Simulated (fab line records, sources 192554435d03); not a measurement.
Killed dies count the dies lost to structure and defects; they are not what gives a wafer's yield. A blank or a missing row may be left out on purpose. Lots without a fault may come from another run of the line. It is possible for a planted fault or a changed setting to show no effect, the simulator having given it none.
fab line records + flow n5-finfet
[record]
- lots = 7
- wafers = 39
route steps=1938 shown WELL_APT@32 FIN_SAQP@147 DUMMY_GATE@228 HKMG_FIN@435 GATE_CUT@493 BEOL_M4@1111
start-h: hours from the record's first day to the start of the lot's first wafer shown + wait-h: time in hours since the lot's previous step + " same as the row above + L1.1+2: a single row standing in for several wafers + - no value, or no start was given + * or withheld: withheld + < > ~ a bound
route shown NAME@n: NAME is a module with steps in the file, n the number in the route of the first one + usual: average and standard deviation across the fault-free wafers + same: alike in all rows + chamber/n: place in a boat + sites: each site's reading + _std_site: standard deviation of those values + _edge_site: the outer-site mean with the inner-site mean subtracted + radius-mm: for every site, how far away it sits from the centre of the wafer + mask NAME#n: copy n + behind: tool/chamber where the wafer was last shaped + hold: reason for holding the lot/hours on hold/outcome of the hold + device: the n, p or np transistor that did not switch + end of line: at the end of the route, the tests of the same wafers + step lacking rows: just its recipe + killed: the dies lost at the first sort to structure and to defects; this is not the yield of the wafer + map: dies across one wafer; x = killed, . = not, _ = none there
set.NAME: the setting the step ran with; set.NAME@STEP: the setting that earlier step ran with + model.NAME: the simulator's own value behind a step, which no gauge read
lots run with intentionally changed settings; tables by step, rows by wafer
[[steps]]
[step N5_WELL_APT_IMPLANT_14]
[recipe]
- species = P
- energy-kev = 160
- dose-cm2 = 1.5e+13
- tilt-deg = 0
- rotation-deg = 0
[step N5_WELL_APT_EPI_41]
[recipe]
- material = Si
- target-thk-a = 500
- temp-c = 650
- precursor = SiH4/H2
- pressure-torr = 20
- time-s = 297.7
[step N5_FIN_SAQP_FIN_ETCH_36]
[recipe]
- chemistry = HBr/Cl2/O2
- target-depth-a = 1200
- mask-material = SiNx
- time-s = 50.4
- bias-w = 102
- pressure-mtorr = 10
- icp-w = 800
- HBr_flow_sccm = 150
- Cl2_flow_sccm = 80
- O2_flow_sccm = 12
[step N5_DUMMY_GATE_EXPOSE_12]
[recipe]
- mask-id = GATE
- na = 0.33
- source-shape = annular
- sigma-inner = 0.2
- sigma-outer = 0.6
- polarization = unpolarized
- target-cd-nm = 25
- dose-mj = 34
[step N5_DUMMY_GATE_ETCH_32]
[recipe]
- chemistry = CF4
- target = SiO2
- target-depth-a = 35
- time-s = 3.9
- ion-energy-ev = 350
- pressure-mtorr = 10
- icp-w = 800
- bias-w = 400
- cf4-flow-sccm = 80
[step N5_DUMMY_GATE_ETCH_44]
[recipe]
- chemistry = HBr/O2
- over-etch-frac = 0.7
- target-depth-a = 1275
- stop-on = SiO2
- ion-energy-ev = 60
- bias-w = 20
- target = poly-Si
- mask-material = SiO2
- pressure-mtorr = 20
- icp-w = 400
- HBr_flow_sccm = 120
- O2_flow_sccm = 10
[step N5_HKMG_FIN_ETCH_32]
[recipe]
- chemistry = N2/H2
- target = SOC
- target-depth-a = 2400
- temp-c = 40
- time-s = 300
- ion-energy-ev = 200
- mask-material = SiARC
- pressure-mtorr = 30
- source-w = 840
- bias-w = 150
- n2-flow-sccm = 200
- h2-flow-sccm = 200
[step N5_GATE_CUT_ETCH_37]
[recipe]
- chemistry = N2/H2
- target = SOC
- target-depth-a = 600
- overetch-a = 120
- mask-material = SiARC
- temp-c = 40
- time-s = 90
- ion-energy-ev = 200
- pressure-mtorr = 30
- source-w = 840
- bias-w = 150
- n2-flow-sccm = 200
- h2-flow-sccm = 200
[step N5_BEOL_M4_RC_MEAS_101]
[usual]
- CJ_N = 4.30/0.1
- DIBL_N = 35.8/1.8
- IOFF_N = 0.148/0.028
- IOFF_N_LIN = 0.070/0.01
- RS_NWELL = 1036/6.6
- RS_PWELL = 3003/24
- SS_N = 71.2/0.65
| lot.wafer | tool      | chamber | start-h | wait-h | set.energy-kev@WELL_APT_IMPLANT_14 | set.target-thk-a@WELL_APT_EPI_41 | set.bias-w@FIN_SAQP_FIN_ETCH_36 | set.dose-mj@DUMMY_GATE_EXPOSE_12 | set.time-s@DUMMY_GATE_ETCH_32 | set.target-depth-a@DUMMY_GATE_ETCH_44 | set.target-depth-a@HKMG_FIN_ETCH_32 | set.bias-w@GATE_CUT_ETCH_37 | CJ_N | DIBL_N[mV/V] | IOFF_N[nA/um] | IOFF_N_LIN[nA/um] | RS_NWELL[ohm/sq] | RS_PWELL[ohm/sq] | SS_N[mV/dec] |
|-----------|-----------|---------|---------|--------|------------------------------------|----------------------------------|---------------------------------|----------------------------------|-------------------------------|---------------------------------------|-------------------------------------|-----------------------------|------|--------------|---------------|-------------------|------------------|------------------|--------------|
| L081.1    | prober-01 | 0       | 202.10  | 0.0    | 160                                | 500                              | 113.4                           | 34                               | 3.9                           | 1275                                  | 2400                                | 150                         | 4.32 | 39.4         | 0.207         | 0.091             | 1040             | 3007             | 71.9         |
| L081.2    | "         | 0       | "       | "      | 160                                | 500                              | 102                             | 31.41                            | 3.9                           | 1217                                  | 2300                                | 150                         | 4.19 | 32.1         | 0.098         | 0.050             | 1037             | 2989             | 70.2         |
| L081.3    | "         | 0       | "       | "      | 171.7                              | 500                              | 102                             | 34                               | 3.9                           | 1275                                  | 2300                                | 132.5                       | 4.35 | 37.3         | 0.177         | 0.081             | 1008             | 3008             | 71.8         |
| L081.4    | "         | 0       | "       | "      | 171.7                              | 500                              | 113.4                           | 34                               | 4.46                          | 1217                                  | 2400                                | 132.5                       | 4.28 | 36.0         | 0.159         | 0.076             | 1001             | 3005             | 71.7         |
| L081.5    | "         | 0       | "       | "      | 171.7                              | 500                              | 113.4                           | 31.41                            | 4.46                          | 1275                                  | 2300                                | 132.5                       | 4.20 | 33.2         | 0.113         | 0.058             | 999              | 3003             | 70.5         |
| L081.6    | "         | 0       | "       | "      | 160                                | 500                              | 102                             | 31.41                            | 4.46                          | 1217                                  | 2400                                | 150                         | 4.30 | 32.3         | 0.102         | 0.052             | 1045             | 2976             | 69.9         |
| L080.1    | prober-02 | 0       | 203.75  | 0.0    | 160                                | 462.7                            | 84.4                            | 34                               | 3.9                           | 1398                                  | 2252                                | 150                         | 4.64 | 33.1         | 0.108         | 0.054             | 1048             | 3024             | 70.4         |
| L080.2    | "         | 0       | "       | "      | 176.9                              | 500                              | 84.4                            | 33.18                            | 3.9                           | 1398                                  | 2400                                | 150                         | 4.27 | 33.3         | 0.112         | 0.057             | 983              | 2976             | 70.2         |
| L080.3    | "         | 0       | "       | "      | 160                                | 500                              | 102                             | 34                               | 3.9                           | 1398                                  | 2252                                | 150                         | 4.10 | 33.8         | 0.119         | 0.059             | 1031             | 2972             | 70.4         |
| L080.4    | "         | 0       | "       | "      | 176.9                              | 500                              | 102                             | 33.18                            | 3.9                           | 1275                                  | 2252                                | 150                         | 4.09 | 32.8         | 0.112         | 0.058             | 982              | 2986             | 70.0         |
| L080.5    | "         | 0       | "       | "      | 160                                | 462.7                            | 102                             | 33.18                            | 3.9                           | 1275                                  | 2400                                | 150                         | 4.58 | 32.3         | 0.097         | 0.049             | 1045             | 3065             | 70.0         |
| L080.6    | "         | 0       | "       | "      | 176.9                              | 462.7                            | 84.4                            | 34                               | 3.9                           | 1275                                  | 2400                                | 150                         | 4.51 | 33.9         | 0.115         | 0.057             | 987              | 3036             | 70.4         |
| L083.1    | prober-02 | 0       | 218.10  | 0.0    | 160                                | 500                              | 102                             | 34                               | 3.9                           | 1275                                  | 2400                                | 150                         | 4.19 | 36.0         | 0.134         | 0.063             | 1034             | 2999             | 71.1         |
| L083.2    | "         | 0       | "       | "      | 160                                | 500                              | 102                             | 34                               | 3.9                           | 1275                                  | 2400                                | 150                         | 4.19 | 34.6         | 0.121         | 0.059             | 1022             | 3006             | 70.1         |
| L083.5    | "         | 0       | "       | "      | 160                                | 500                              | 102                             | 34                               | 3.9                           | 1275                                  | 2400                                | 150                         | 4.32 | 36.2         | 0.143         | 0.067             | 1029             | 2965             | 70.4         |
| L088.1    | prober-01 | 0       | 244.70  | 0.0    | 174.2                              | 500                              | 102                             | 34                               | 4.364                         | 1426                                  | 2400                                | 150                         | 4.24 | 33.8         | 0.124         | 0.061             | 987              | 3022             | 71.1         |
| L088.2    | "         | 0       | "       | "      | 160                                | 500                              | 84.18                           | 32.85                            | 3.9                           | 1426                                  | 2400                                | 150                         | 4.27 | 33.0         | 0.117         | 0.057             | 1030             | 2973             | 70.7         |
| L088.3    | "         | 0       | "       | "      | 160                                | 500                              | 84.18                           | 32.85                            | 4.364                         | 1426                                  | 2400                                | 150                         | 4.45 | 32.7         | 0.118         | 0.058             | 1039             | 3004             | 70.3         |
| L088.4    | "         | 0       | "       | "      | 174.2                              | 500                              | 84.18                           | 34                               | 4.364                         | 1275                                  | 2400                                | 150                         | 4.45 | 33.3         | 0.120         | 0.058             | 990              | 2997             | 70.8         |
| L088.5    | "         | 0       | "       | "      | 174.2                              | 500                              | 102                             | 32.85                            | 3.9                           | 1275                                  | 2400                                | 150                         | 4.17 | 32.2         | 0.111         | 0.056             | 995              | 3018             | 69.4         |
| L088.6    | "         | 0       | "       | "      | 160                                | 500                              | 102                             | 34                               | 3.9                           | 1275                                  | 2400                                | 150                         | 4.49 | 31.8         | 0.091         | 0.046             | 1042             | 3009             | 71.6         |
| L091.1    | prober-02 | 0       | 264.20  | 0.0    | 160                                | 460.4                            | 108.3                           | 34                               | 3.9                           | 1275                                  | 2151                                | 150                         | 4.67 | 38.0         | 0.144         | 0.065             | 1054             | 3033             | 71.3         |
| L091.2    | "         | 0       | "       | "      | 149.2                              | 500                              | 102                             | 32.15                            | 4.835                         | 1377                                  | 2151                                | 150                         | 4.22 | 29.5         | 0.056         | 0.030             | 1080             | 2965             | 69.1         |
| L091.3    | "         | 0       | "       | "      | 160                                | 460.4                            | 102                             | 32.15                            | 3.9                           | 1275                                  | 2400                                | 150                         | 4.54 | 29.9         | 0.059         | 0.033             | 1048             | 3045             | 69.9         |
| L091.4    | "         | 0       | "       | "      | 149.2                              | 500                              | 108.3                           | 34                               | 3.9                           | 1377                                  | 2400                                | 150                         | 4.28 | 38.6         | 0.168         | 0.072             | 1074             | 2998             | 72.2         |
| L091.5    | "         | 0       | "       | "      | 160                                | 500                              | 102                             | 34                               | 4.835                         | 1275                                  | 2151                                | 150                         | 4.31 | 36.6         | 0.131         | 0.059             | 1041             | 2982             | 71.7         |
| L091.6    | "         | 0       | "       | "      | 149.2                              | 460.4                            | 108.3                           | 32.15                            | 4.835                         | 1377                                  | 2400                                | 150                         | 4.57 | 32.6         | 0.083         | 0.043             | 1080             | 3068             | 69.3         |
| L094.1    | prober-02 | 0       | 282.93  | 0.0    | 145.6                              | 478.3                            | 102                             | 36.21                            | 3.008                         | 1193                                  | 2400                                | 166.5                       | 4.57 | 39.6         | 0.205         | 0.090             | 1098             | 3020             | 72.3         |
| L094.2    | "         | 0       | "       | "      | 160                                | 478.3                            | 84.92                           | 34                               | 3.9                           | 1275                                  | 2204                                | 150                         | 4.53 | 37.2         | 0.158         | 0.072             | 1031             | 3036             | 71.7         |
| L094.3    | "         | 0       | "       | "      | 160                                | 500                              | 84.92                           | 36.21                            | 3.9                           | 1193                                  | 2400                                | 166.5                       | 4.43 | 39.9         | 0.204         | 0.086             | 1029             | 2953             | 72.9         |
| L094.4    | "         | 0       | "       | "      | 145.6                              | 478.3                            | 102                             | 36.21                            | 3.9                           | 1275                                  | 2204                                | 166.5                       | 4.63 | 41.5         | 0.249         | 0.098             | 1091             | 3043             | 73.1         |
| L094.5    | "         | 0       | "       | "      | 145.6                              | 500                              | 84.92                           | 34                               | 3.008                         | 1275                                  | 2400                                | 150                         | 4.35 | 36.6         | 0.158         | 0.075             | 1079             | 2955             | 71.2         |
| L094.6    | "         | 0       | "       | "      | 160                                | 500                              | 102                             | 34                               | 3.008                         | 1193                                  | 2204                                | 150                         | 4.30 | 37.8         | 0.172         | 0.076             | 1022             | 2975             | 71.5         |
| L096.1    | prober-02 | 0       | 306.87  | 0.0    | 160                                | 500                              | 83.29                           | 35.84                            | 3.051                         | 1275                                  | 2400                                | 132.8                       | 4.26 | 38.7         | 0.195         | 0.087             | 1034             | 3034             | 72.2         |
| L096.2    | "         | 0       | "       | "      | 146.3                              | 524.3                            | 102                             | 35.84                            | 3.051                         | 1275                                  | 2294                                | 132.8                       | 4.25 | 41.7         | 0.274         | 0.112             | 1090             | 2963             | 72.6         |
| L096.3    | "         | 0       | "       | "      | 146.3                              | 524.3                            | 83.29                           | 34                               | 3.9                           | 1275                                  | 2294                                | 150                         | 3.84 | 34.2         | 0.130         | 0.064             | 1092             | 2960             | 70.4         |
| L096.4    | "         | 0       | "       | "      | 160                                | 500                              | 102                             | 34                               | 3.051                         | 1275                                  | 2294                                | 150                         | 4.23 | 34.9         | 0.129         | 0.063             | 1042             | 3047             | 71.0         |
| L096.5    | "         | 0       | "       | "      | 146.3                              | 500                              | 102                             | 35.84                            | 3.9                           | 1275                                  | 2400                                | 150                         | 4.45 | 38.3         | 0.184         | 0.083             | 1090             | 3062             | 71.9         |
| L096.6    | "         | 0       | "       | "      | 160                                | 524.3                            | 83.29                           | 34                               | 3.9                           | 1275                                  | 2400                                | 132.8                       | 3.90 | 36.7         | 0.156         | 0.074             | 1030             | 2978             | 71.4         |
[[key]]
[split]
- step = N5_WELL_APT_IMPLANT_14
- setting = energy-kev
- stated-as = 160
[response]
- step = N5_BEOL_M4_RC_MEAS_101
- reading = RS_NWELL
- slope = -5.71
- per = 1%
- together-with = all
- explained = 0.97
[split]
- step = N5_WELL_APT_EPI_41
- setting = target-thk-a
- stated-as = 500
[response]
- step = N5_BEOL_M4_RC_MEAS_101
- reading = RS_PWELL
- slope = -10.6
- per = 1%
- together-with = all
- explained = 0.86
[response]
- step = N5_BEOL_M4_RC_MEAS_101
- reading = CJ_N
- slope = -0.05
- per = 1%
- together-with = all
- explained = 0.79
[split]
- step = N5_FIN_SAQP_FIN_ETCH_36
- setting = bias-w
- stated-as = 102
response none clear
[split]
- step = N5_DUMMY_GATE_EXPOSE_12
- setting = dose-mj
- stated-as = 34
[response]
- step = N5_BEOL_M4_RC_MEAS_101
- reading = SS_N
- slope = +0.256
- per = 1%
- together-with = all
- explained = 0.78
[response]
- step = N5_BEOL_M4_RC_MEAS_101
- reading = DIBL_N
- slope = +0.699
- per = 1%
- together-with = all
- explained = 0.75
[response]
- step = N5_BEOL_M4_RC_MEAS_101
- reading = IOFF_N_LIN
- slope = +0.00361
- per = 1%
- together-with = all
- explained = 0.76
[response]
- step = N5_BEOL_M4_RC_MEAS_101
- reading = IOFF_N
- slope = +0.0103
- per = 1%
- together-with = all
- explained = 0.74
[split]
- step = N5_DUMMY_GATE_ETCH_32
- setting = time-s
- stated-as = 3.9
response none clear
[split]
- step = N5_DUMMY_GATE_ETCH_44
- setting = target-depth-a
- stated-as = 1275
response none clear
[split]
- step = N5_HKMG_FIN_ETCH_32
- setting = target-depth-a
- stated-as = 2400
response none clear
[split]
- step = N5_GATE_CUT_ETCH_37
- setting = bias-w
- stated-as = 150
response none clear
